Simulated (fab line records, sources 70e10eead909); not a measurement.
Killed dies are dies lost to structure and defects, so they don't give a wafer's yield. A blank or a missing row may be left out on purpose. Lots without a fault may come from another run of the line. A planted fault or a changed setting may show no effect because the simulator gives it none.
Chamber matching | flow nand_harc | NHARC_A_SGD_CUT_CMP_21 on cmp-04: 4 sister chambers
The step polishes, target thk 148.19 nm. 20 wafers are shown with their chamber, then 10 later ones without.

WAFERS WITH THEIR CHAMBER
wafer  | chamber | motor_current_A (A) | time_to_endpoint_s (s) | slurry_filter_dp_kPa (kPa)
L074.1 | 0       | 12.0                | 57                     | 13.42
L074.5 | 3       | 12.8                | 56                     | 13.38
L074.6 | 2       | 9.8                 | 54                     | 13.63
L077.3 | 3       | 11.8                | 52                     | 13.39
L077.4 | 1       | 12.2                | 49                     | 13.53
L077.6 | 1       | 12.1                | 52                     | 13.52
L081.1 | 1       | 12.2                | 51                     | 13.50
L081.3 | 0       | 11.6                | 55                     | 13.46
L081.4 | 3       | 12.3                | 52                     | 13.29
L084.4 | 2       | 9.6                 | 52                     | 13.27
L084.5 | 3       | 12.2                | 53                     | 13.57
L084.6 | 0       | 11.4                | 54                     | 13.42
L085.2 | 2       | 9.4                 | 52                     | 13.48
L085.3 | 0       | 11.9                | 54                     | 13.35
L085.5 | 3       | 11.9                | 56                     | 13.48
L087.1 | 0       | 11.7                | 55                     | 13.42
L087.4 | 2       | 9.4                 | 52                     | 13.49
L087.5 | 1       | 12.5                | 53                     | 13.48
L089.1 | 0       | 11.2                | 58                     | 13.50
L089.2 | 3       | 11.7                | 53                     | 13.50

SIGNATURES (means of the wafers above)
reading              | chamber 0 | chamber 1 | chamber 2 | chamber 3 | scatter within a chamber
motor_current_A      | 11.633    | 12.250    | 9.550     | 12.117    | 0.304
time_to_endpoint_s   | 55.50     | 51.25     | 52.50     | 53.67     | 1.63
slurry_filter_dp_kPa | 13.4283   | 13.5075   | 13.4675   | 13.4350   | 0.0903
Rule: a wafer's distance from a chamber is the root of the sum, over the readings, of the square of ((its reading less the chamber's mean) divided by the reading's scatter). The wafer belongs to the nearest chamber; if the next one is less than 2 further off, it can't be placed. The scatter: the root of (the sum of the squares of (reading less its chamber's mean) over the shown wafers, divided by (wafers less chambers)).

WAFERS WITHOUT THEIR CHAMBER
wafer  | motor_current_A (A) | time_to_endpoint_s (s) | slurry_filter_dp_kPa (kPa)
L089.5 | 9.8                 | 55                     | 13.29
L091.1 | 11.2                | 54                     | 13.48
L091.4 | 12.6                | 55                     | 13.35
L091.6 | 12.3                | 50                     | 13.18
L095.2 | 12.3                | 52                     | 13.39
L095.4 | 12.2                | 55                     | 13.32
L095.5 | 12.3                | 55                     | 13.43
L097.2 | 11.5                | 52                     | 13.33
L097.3 | 9.5                 | 52                     | 13.52
L097.5 | 12.2                | 50                     | 13.47

WHICH CHAMBER EACH WENT THROUGH
wafer  | from the rows above          | in truth
L089.5 | 2                            | 2
L091.1 | can't be placed: 0 or 3      | 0
L091.4 | can't be placed: 3 or 1 or 0 | 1
L091.6 | can't be placed: 3 or 1 or 0 | 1
L095.2 | can't be placed: 3 or 1 or 0 | 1
L095.4 | can't be placed: 3 or 0 or 1 | 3
L095.5 | can't be placed: 3 or 0 or 1 | 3
L097.2 | can't be placed: 0 or 3 or 1 | 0
L097.3 | 2                            | 2
L097.5 | can't be placed: 1 or 3      | 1
Placed correctly: 2 of 10. Can't be placed from these rows: 8 (the true chamber is among the candidates in 8). Placed wrongly: 0.
